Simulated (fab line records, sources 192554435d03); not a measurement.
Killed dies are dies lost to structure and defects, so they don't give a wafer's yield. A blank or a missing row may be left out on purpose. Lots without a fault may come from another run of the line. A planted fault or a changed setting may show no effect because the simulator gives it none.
A struck lot beside a sound one | flow n5_finfet | 15 steps out of a route of 1938
Sound: wafers L927.1, L927.3, L927.6. Struck: wafers L936.2, L936.5, L936.6. The cause comes at the end.
At each step with rows: each side's tool, then ch and its chambers, then its first start. Under that, the readings that differ: sound wafers | struck wafers | difference of the means | sigmas: that difference in standard deviations of wafers without a fault.
alike: readings whose means differ by less than 2 such deviations, and words and numbers that are the same on both sides. not compared: withheld readings, readings that some wafer has no value for, bounds like >300 that may hide the same value, and numbers for which the record gives no deviation and whose values overlap.
The two part at a step that has a row with sigmas, a row that says differs or no value, or rows on one side only. Numbers that don't overlap but have no deviation are shown without sigmas and don't part them. A reading that every wafer of one side lacks parts them only if that side has two wafers or more.

N5_BEOL_M11_INSPECT_30: inspects for defects (brightfield).
  sound on defect_inspect-02, day 13 05:21; struck on defect_inspect-01, day 14 21:26
  alike: raw_defect_count
N5_BEOL_M11_DESCUM_33: chemistry O2, time 7.9 s.
  sound on rie_diel-03 ch 0,1,2, day 13 05:42; struck on rie_diel-04 ch 0,1, day 14 22:41
  alike: drypump_motor_current_A, oes_product_au, rf_vpp_V, showerhead_plenum_p_Torr, throttle_valve_pct
  not compared: rf_hours_counter_h
N5_BEOL_M11_ETCH_65: etches SiARC in CF4, target depth 39 nm, time 65 s.
  sound on rie_diel-03 ch 0,1,2, day 13 05:44; struck on rie_diel-04 ch 0,1, day 14 22:43
  alike: drypump_motor_current_A, etch_rf_on_time_s, oes_product_au, rf_vpp_V, showerhead_plenum_p_Torr, throttle_valve_pct
  not compared: rf_hours_counter_h
then, 2 steps without rows for these wafers: N5_BEOL_M11_ETCH_66 (etches SOC in N2/H2, target depth 120 nm, overetch 24 nm, time 180 s); N5_BEOL_M11_STRIP_69 (strips in N2/H2).
N5_BEOL_M11_VIA_ETCH_34: etches SiCOH lowk in C4F6/O2, target depth 184.5 nm, time 69.2 s.
  sound on rie_diel-03 ch 0,1,2, day 13 05:55; struck on rie_diel-04 ch 0,1, day 14 22:53
  alike: O2_flow_sccm, drypump_motor_current_A, oes_product_au, rf_vpp_V, showerhead_plenum_p_Torr, throttle_valve_pct
  not compared: rf_hours_counter_h
then, 2 steps without rows for these wafers: N5_BEOL_M11_STRIP_73 (strips in C4F6/O2); N5_BEOL_M11_STRIP_36 (strips in N2/H2).
N5_BEOL_M11_TRENCH_ETCH_37: etches SiCOH lowk in C4F6/O2, target depth 148.83 nm, time 48 s.
  sound on rie_diel-03 ch 0,1,2; struck on rie_diel-04 ch 0,1
  alike: O2_flow_sccm, drypump_motor_current_A, oes_product_au, rf_vpp_V, showerhead_plenum_p_Torr, throttle_valve_pct
  not compared: rf_hours_counter_h
then, 1 step without rows for these wafers: N5_BEOL_M11_ETCH_41 (etches SiCN in CH3F/O2, target depth 42.6 nm, time 86 s).
N5_BEOL_M11_STRIP_77: strips in N2/H2, time 10 s.
  sound on rie_diel-03 ch 0,1,2; struck on rie_diel-04 ch 0,1
  alike: drypump_motor_current_A, oes_product_au, rf_vpp_V, showerhead_plenum_p_Torr, throttle_valve_pct
  not compared: rf_hours_counter_h
N5_BEOL_M11_OCD_MEAS_38:
  sound on ocd-01, day 13 06:12; struck on ocd-02, day 14 23:11
  reading              | sound             | struck            | difference | sigmas
  trench_depth_nm (nm) | 145.5 148.6 143.3 | 149.4 149.3 151.4 | +4.2       | +2
N5_BEOL_M11_HM_STRIP_39: strips TiN in peroxide tin strip, target depth 25 nm, time 158 s.
  sound on wet_bench-02 ch 3,4,6, day 13 06:14; struck on wet_bench-02 ch 1,2,7, day 14 23:13
  reading          | sound       | struck      | difference | sigmas
  run_length_s (s) | 164 166 164 | 179 179 178 | +14        | +5
  alike: bath_heat_duty_pct
then, 1 step without rows for these wafers: N5_BEOL_M11_SRD_40 (time 30 s).
N5_PASSIVATION_PROBE_49:
  the record has rows for the sound wafers here (prober-02, day 14 23:26) and none for the struck ones

WHERE THEY PART
First at N5_BEOL_M11_OCD_MEAS_38; last, within this record, at N5_PASSIVATION_PROBE_49.

WHY: what the simulator had put in
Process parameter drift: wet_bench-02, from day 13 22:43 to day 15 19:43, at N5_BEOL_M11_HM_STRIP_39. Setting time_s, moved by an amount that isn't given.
